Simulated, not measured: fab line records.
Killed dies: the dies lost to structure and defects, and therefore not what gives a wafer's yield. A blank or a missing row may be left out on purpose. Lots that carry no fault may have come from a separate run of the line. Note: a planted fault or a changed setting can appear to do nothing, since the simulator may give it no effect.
fab line records ; flow n5Finfet
[record] lots = 10; wafers = 30; lastDay = 17
route steps=1938 shown BEOL_M7@1301
lots that met no fault: taken from a fault-free run of the same line
startH: hours from the record's opening day to when the first of the lot's shown wafers began ; waitH: hours elapsed since this lot's preceding step ; " the same as in the row above ; L1.1+2: a row that stands for several wafers ; - no value, or no start given ; * or withheld: withheld ; < > ~ a bound
route shown NAME@n: NAME is a module with steps in the file, n the number in the route of the first one ; usual: mean/standard deviation taken from wafers without a fault ; same: alike in all rows ; chamber/n: place in a boat ; sites: readings site by site ; _std_site: standard deviation of those values ; _edge_site: mean of outer sites minus mean of inner sites ; radiusMm: how far each site lies from the wafer's centre ; mask NAME#n: copy n ; behind: the most recent tool/chamber to have shaped the wafer ; hold: reason for holding the lot/hours on hold/outcome of the hold ; device: transistor that didn't switch, given as n, p or np ; end of line: tests of these same wafers at the route's end ; where a step has no rows: the recipe by itself ; killed: dies lost to structure and defects at the first sort, not the wafer's yield ; map: shows each die of a wafer: x if killed, . if not, _ if none is there
set.NAME: the setting as run; set.NAME@STEP: as run at that earlier step ; model.NAME: the simulator's own value behind a step, which no gauge read
steps of the route over a sample of lots; a table a step, a row a wafer
services: the hour from which a tool's chamber was out of use, counted from the record's first day as startH (under 0 if before that day), plus the number of hours and why
[[steps]]
[step N5_BEOL_M7_ETCH_65]
[recipe] chemistry = CF4; target = SiARC; targetDepthA = 156; maskMaterial = CAR-EUV; timeS = 26; ionEnergyEv = 80; pressureMtorr = 40; sourceW = 545; biasW = 36; Ar_flow_sccm = 100; cf4FlowSccm = 100; ends = cleared
[usual] cf4FlowSccm = 100.02/0.3; chamberPressureMTorr = 40.00/0.039; drypumpMotorCurrentA = 5.8/0.38; etchRfOnTimeS = 25.8/0.74; oesProductAu = 0.66/0.082; rfVppV = 184.2/1.1; showerheadPlenumPTorr = 2.14/0.059; throttleValvePct = 15.7/0.32
lot.wafer;tool;chamber;startH;waitH;cf4FlowSccm;chamberPressureMTorr;drypumpMotorCurrentA;etchRfOnTimeS;oesProductAu;rfHoursCounterH;rfVppV;showerheadPlenumPTorr;throttleValvePct
L700.1;rieDiel-02;2;193.46;0.0;99.37;40.03;6.0;25.3;0.64;181;183.4;2.22;15.8
L700.3;rieDiel-02;0;193.46;0.0;100.31;39.98;5.9;24.9;0.60;247;185.6;2.16;15.7
L700.5;rieDiel-02;3;193.46;0.0;100.06;40.03;5.7;25.9;0.58;-;183.5;2.11;16.0
L705.2;rieDiel-03;0;230.14;0.0;100.12;40.04;6.1;27.1;0.62;173;185.5;2.21;15.5
L705.3;rieDiel-03;3;230.14;0.0;99.86;39.99;6.6;27.0;0.74;47;187.1;2.26;15.4
L705.5;rieDiel-03;0;230.14;0.0;100.00;39.90;6.1;26.9;0.63;-;185.8;2.21;15.5
L706.1;rieDiel-02;0;248.41;0.0;99.85;39.99;5.9;24.7;0.81;8;185.4;2.16;15.2
L706.2;rieDiel-02;3;248.41;0.0;99.99;40.01;5.8;25.8;0.59;230;184.6;2.10;16.1
L706.3;rieDiel-02;1;248.41;0.0;99.95;40.02;5.7;27.0;0.58;213;181.5;2.06;16.1
L708.2;rieDiel-02;2;255.43;0.0;99.98;40.02;6.0;25.7;0.62;201;184.8;2.22;15.8
L708.3;rieDiel-02;0;255.43;0.0;99.44;40.02;5.9;24.2;0.81;10;185.7;2.16;15.2
L708.5;rieDiel-02;1;255.43;0.0;100.48;40.07;5.7;26.4;0.60;-;183.7;2.06;16.1
L710.1;rieDiel-03;3;264.59;0.0;100.03;40.01;6.6;27.7;0.72;57;184.8;2.25;15.4
L710.3;rieDiel-03;0;264.59;0.0;100.04;39.94;6.1;27.1;0.62;184;183.8;2.21;15.5
L710.4;rieDiel-03;1;264.59;0.0;99.85;40.07;5.7;26.8;0.61;194;184.2;2.12;15.9
L713.4;rieDiel-01;2;278.91;0.0;99.73;39.98;5.4;25.2;0.70;-;184.1;2.15;15.8
L713.5;rieDiel-01;0;278.91;0.0;100.06;40.00;5.1;25.4;0.61;-;185.6;2.21;15.7
L713.6;rieDiel-01;1;278.91;0.0;99.74;40.01;5.6;25.3;0.79;-;183.6;2.08;15.1
L714.1;rieDiel-02;3;282.34;0.0;99.55;40.02;5.7;26.0;0.57;241;183.5;2.10;16.1
L714.2;rieDiel-02;2;282.34;0.0;99.83;40.01;6.0;25.6;0.62;209;184.5;2.21;15.8
L714.5;rieDiel-02;2;282.34;0.0;99.94;40.00;6.0;25.9;0.61;-;185.7;2.21;15.8
L716.2;rieDiel-02;0;310.51;0.0;100.21;40.02;5.9;24.5;0.78;26;186.5;2.15;15.2
L716.5;rieDiel-02;2;310.51;0.0;100.20;39.98;5.9;25.8;0.61;-;183.4;2.21;15.8
L716.6;rieDiel-02;1;310.51;0.0;100.21;40.01;5.7;26.9;0.58;-;182.9;2.06;16.1
L719.1;rieDiel-01;3;319.70;0.0;100.08;40.05;6.4;25.8;0.82;13;184.8;2.10;15.2
L719.3;rieDiel-01;1;319.70;0.0;100.15;40.08;5.7;25.6;0.76;39;184.0;2.08;15.1
L719.4;rieDiel-01;0;319.70;0.0;100.61;39.92;5.1;25.0;0.61;225;185.3;2.21;15.7
L720.1;rieDiel-01;3;324.45;0.0;100.13;39.94;6.3;25.9;0.81;15;183.2;2.10;15.2
L720.3;rieDiel-01;0;324.45;0.0;100.17;40.01;5.1;24.8;0.61;227;185.2;2.21;15.7
L720.4;rieDiel-01;1;324.45;0.0;99.52;39.95;5.6;25.6;0.76;41;183.5;2.08;15.1
[step N5_BEOL_M7_STRIP_36]
[recipe] chemistry = N2/H2; powerW = 450; tempC = 40; pressureMtorr = 20; rfFrequencyHz = 6e+07; overashFraction = 0.3; biasPowerW = 7; h2Frac = 0.5; n2FlowSccm = 200; h2FlowSccm = 200
[usual] chamberPressureMTorr = 20.00/0.033; drypumpMotorCurrentA = 5.8/0.38; oesProductAu = 0.77/0.09; powerW = 449.9/1.4; rfVppV = 59.2/1.6; showerheadPlenumPTorr = 2.55/0.079; throttleValvePct = 23.8/0.47
lot.wafer;tool;chamber;startH;waitH;chamberPressureMTorr;drypumpMotorCurrentA;oesProductAu;powerW;rfHoursCounterH;rfVppV;showerheadPlenumPTorr;throttleValvePct
L700.1;rieDiel-02;2;193.64;0.0;20.02;6.0;0.73;450.5;181;57.4;2.64;24.1
L700.3;rieDiel-02;0;193.64;0.0;20.02;5.9;0.67;451.2;247;60.6;2.62;24.2
L700.5;rieDiel-02;3;193.64;0.0;20.05;5.7;0.70;450.1;-;55.8;2.50;24.5
L705.2;rieDiel-03;0;230.32;0.0;19.98;6.1;0.74;449.5;173;60.6;2.62;23.1
L705.3;rieDiel-03;3;230.32;0.0;20.05;6.6;0.86;447.7;47;60.1;2.68;23.4
L705.5;rieDiel-03;0;230.32;0.0;19.99;6.1;0.73;450.7;-;61.7;2.62;23.1
L706.1;rieDiel-02;0;248.59;0.0;20.00;6.0;0.94;449.7;8;56.9;2.62;23.5
L706.2;rieDiel-02;3;248.59;0.0;19.97;5.8;0.69;452.3;230;58.9;2.49;24.5
L706.3;rieDiel-02;1;248.59;0.0;20.01;5.7;0.70;451.5;213;59.0;2.40;24.0
L708.2;rieDiel-02;2;255.61;0.0;20.02;6.0;0.73;449.4;201;59.4;2.63;24.2
L708.3;rieDiel-02;0;255.61;0.0;19.98;5.9;0.92;449.8;10;61.5;2.62;23.5
L708.5;rieDiel-02;1;255.61;0.0;20.04;5.7;0.69;448.8;-;58.9;2.40;24.0
L710.1;rieDiel-03;3;264.77;0.0;19.96;6.6;0.86;450.5;57;59.2;2.68;23.4
L710.3;rieDiel-03;0;264.77;0.0;20.01;6.1;0.75;448.8;184;60.9;2.62;23.2
L710.4;rieDiel-03;1;264.77;0.0;19.99;5.7;0.72;449.7;194;59.3;2.51;24.0
L713.4;rieDiel-01;2;279.10;0.0;19.99;5.5;0.81;449.4;-;59.8;2.57;24.5
L713.5;rieDiel-01;0;279.10;0.0;19.94;5.1;0.69;450.3;-;61.5;2.62;23.6
L713.6;rieDiel-01;1;279.10;0.0;20.00;5.6;0.89;449.3;-;59.8;2.49;23.5
L714.1;rieDiel-02;3;282.52;0.0;19.97;5.8;0.67;450.7;241;58.2;2.49;24.5
L714.2;rieDiel-02;2;282.52;0.0;20.00;6.0;0.72;450.4;209;61.3;2.63;24.2
L714.5;rieDiel-02;2;282.52;0.0;19.96;6.0;0.71;448.1;-;59.5;2.63;24.2
L716.2;rieDiel-02;0;310.69;0.0;20.00;5.9;0.89;447.3;27;58.2;2.61;23.5
L716.5;rieDiel-02;2;310.69;0.0;19.96;6.0;0.71;448.8;-;58.9;2.63;24.2
L716.6;rieDiel-02;1;310.69;0.0;20.04;5.7;0.68;449.3;-;58.4;2.39;24.0
L719.1;rieDiel-01;3;319.88;0.0;20.02;6.4;0.96;451.9;13;59.7;2.48;23.0
L719.3;rieDiel-01;1;319.88;0.0;19.99;5.6;0.86;447.4;39;56.0;2.48;23.5
L719.4;rieDiel-01;0;319.88;0.0;20.04;5.1;0.70;451.4;225;61.8;2.62;23.6
L720.1;rieDiel-01;3;324.63;0.0;19.98;6.4;0.95;449.2;15;56.9;2.48;23.0
L720.3;rieDiel-01;0;324.63;0.0;20.01;5.1;0.69;450.4;227;59.4;2.61;23.7
L720.4;rieDiel-01;1;324.63;0.0;20.01;5.6;0.85;450.5;41;61.3;2.48;23.5
[step N5_BEOL_M7_ALD_77]
[recipe] material = TaN; targetThkA = 20; tempC = 275; aldPrecursorFamily = PDMAT; aldCoReactant = NH3; pressureTorr = 3; carrierFlowSccm = 1500; pulseTimeS = 2; purgeTimeS = 3; coReactantPurgeTimeS = 2; coReactantPulseTimeS = 3; aldCycles = 40; precursorVesselTempC = 75; precursorVesselPressureTorr = 26.25; precursorVesselCarrierSccm = 1000
[usual] aldCycles = 40/0; heaterPowerW = 394/33
[same] coReactantPulseTimeS = 3
lot.wafer;tool;chamber;startH;waitH;aldCycles;heaterPowerW
L700.1;aldMetal-02;1;195.02;0.0;40;344
L700.3;aldMetal-02;2;195.02;0.0;40;403
L700.5;aldMetal-02;1;195.02;0.0;40;347
L705.2;aldMetal-04;3;231.50;0.0;40;445
L705.3;aldMetal-04;2;231.50;0.0;40;377
L705.5;aldMetal-04;0;231.50;0.0;40;414
L706.1;aldMetal-04;2;249.76;0.1;40;395
L706.2;aldMetal-04;3;249.76;0.1;40;449
L706.3;aldMetal-04;0;249.76;0.1;40;421
L708.2;aldMetal-02;2;256.60;0.0;40;411
L708.3;aldMetal-02;0;256.60;0.0;40;347
L708.5;aldMetal-02;0;256.60;0.0;40;342
L710.1;aldMetal-02;3;265.90;0.1;40;445
L710.3;aldMetal-02;2;265.90;0.1;40;405
L710.4;aldMetal-02;0;265.90;0.1;44;345
L713.4;aldMetal-02;1;280.53;0.0;44;341
L713.5;aldMetal-02;2;280.53;0.0;44;412
L713.6;aldMetal-02;3;280.53;0.0;40;436
L714.1;aldMetal-02;0;283.97;0.0;40;351
L714.2;aldMetal-02;1;283.97;0.0;40;338
L714.5;aldMetal-02;2;283.97;0.0;44;399
L716.2;aldMetal-01;1;311.53;0.0;40;368
L716.5;aldMetal-01;0;311.53;0.0;40;396
L716.6;aldMetal-01;1;311.53;0.0;40;378
L719.1;aldMetal-04;1;320.76;0.0;40;423
L719.3;aldMetal-04;3;320.76;0.0;40;446
L719.4;aldMetal-04;2;320.76;0.0;40;395
L720.1;aldMetal-01;2;325.73;0.0;40;362
L720.3;aldMetal-01;3;325.73;0.0;40;375
L720.4;aldMetal-01;3;325.73;0.0;40;379
[step N5_BEOL_M7_SURFACE_TREAT_79]
[recipe] gas = Ar; timeS = *; ionEnergyEv = *; ionCurrentMaCm2 = 0.5; pressureMtorr = *; arFlowSccm = 30
[usual] throttleValvePct = *
lot.wafer;tool;chamber;startH;waitH;throttleValvePct
L700.1;pvdSputter-03;-;195.32;0.2;*
L700.3;pvdSputter-03;-;195.32;0.2;*
L700.5;pvdSputter-03;-;195.32;0.2;*
L705.2;pvdSputter-01;-;231.85;0.2;*
L705.3;pvdSputter-01;-;231.85;0.2;*
L705.5;pvdSputter-01;-;231.85;0.2;*
L706.1;pvdSputter-03;-;250.13;0.2;*
L706.2;pvdSputter-03;-;250.13;0.2;*
L706.3;pvdSputter-03;-;250.13;0.2;*
L708.2;pvdSputter-03;-;257.12;0.4;*
L708.3;pvdSputter-03;-;257.12;0.4;*
L708.5;pvdSputter-03;-;257.12;0.4;*
L710.1;pvdSputter-02;-;266.34;0.3;*
L710.3;pvdSputter-02;-;266.34;0.3;*
L710.4;pvdSputter-02;-;266.34;0.3;*
L713.4;pvdSputter-02;-;280.89;0.2;*
L713.5;pvdSputter-02;-;280.89;0.2;*
L713.6;pvdSputter-02;-;280.89;0.2;*
L714.1;pvdSputter-03;-;284.29;0.2;*
L714.2;pvdSputter-03;-;284.29;0.2;*
L714.5;pvdSputter-03;-;284.29;0.2;*
L716.2;pvdSputter-03;-;311.90;0.2;*
L716.5;pvdSputter-03;-;311.90;0.2;*
L716.6;pvdSputter-03;-;311.90;0.2;*
L719.1;pvdSputter-01;-;321.14;0.2;*
L719.3;pvdSputter-01;-;321.14;0.2;*
L719.4;pvdSputter-01;-;321.14;0.2;*
L720.1;pvdSputter-02;-;326.07;0.2;*
L720.3;pvdSputter-02;-;326.07;0.2;*
L720.4;pvdSputter-02;-;326.07;0.2;*
[[services]]
tool;chamber;startH;hours;kind
aldMetal-02;-;185.64;8.7;pm
pvdSputter-01;-;194.09;0.8;repair
rieDiel-03;-;198.08;1.1;repair
rieDiel-03;-;199.54;2.6;repair
rieDiel-02;0;201.57;-;clean
rieDiel-02;0;201.57;-;consumableReplace:focusRing
rieDiel-02;0;201.57;21.2;scheduledDown
rieDiel-02;0;201.57;21.2;ventCycle
aldMetal-04;0;204.36;3.7;repair
rieDiel-01;3;213.02;48.6;repair
aldMetal-04;-;213.20;1.4;repair
rieDiel-03;0;216.61;2.9;repair
aldMetal-04;1;218.46;9.2;repair
aldMetal-02;3;258.02;4.0;repair
aldMetal-02;-;277.69;2.8;pm
rieDiel-03;-;283.25;0.1;repair
rieDiel-03;1;299.40;1.6;repair
rieDiel-02;1;311.81;7.9;repair
rieDiel-02;3;314.33;6.4;repair
aldMetal-01;1;318.31;25.0;repair
rieDiel-02;3;320.94;-;clean
rieDiel-02;3;320.94;-;consumableReplace:focusRing
rieDiel-02;3;320.94;25.9;scheduledDown
pvdSputter-02;-;321.23;1.2;repair
[[key]]
[firstSign] step = N5_BEOL_M7_ALD_77; reading = aldCycles; direction = up; sigmas = 99+; usual = *; struck = *
effect none on later readings
metAt N5_BEOL_M7_ALD_77
struckLots L710,L713,L714
struckWafers L710.4,L713.4,L713.5,L714.5
notActingAt N5_BEOL_M7_ETCH_65,N5_BEOL_M7_STRIP_36,N5_BEOL_M7_SURFACE_TREAT_79
onsetBetween 256.60 265.90
[fault] kind = processParameterDrift; tool = aldMetal-02; chamber = -; onsetH = 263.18; steps = N5_BEOL_M7_ALD_77; channel = aldCycles; offset = *; shape = step; endH = 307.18; scope = struckWafersOnly; actsIn = *; stated = *
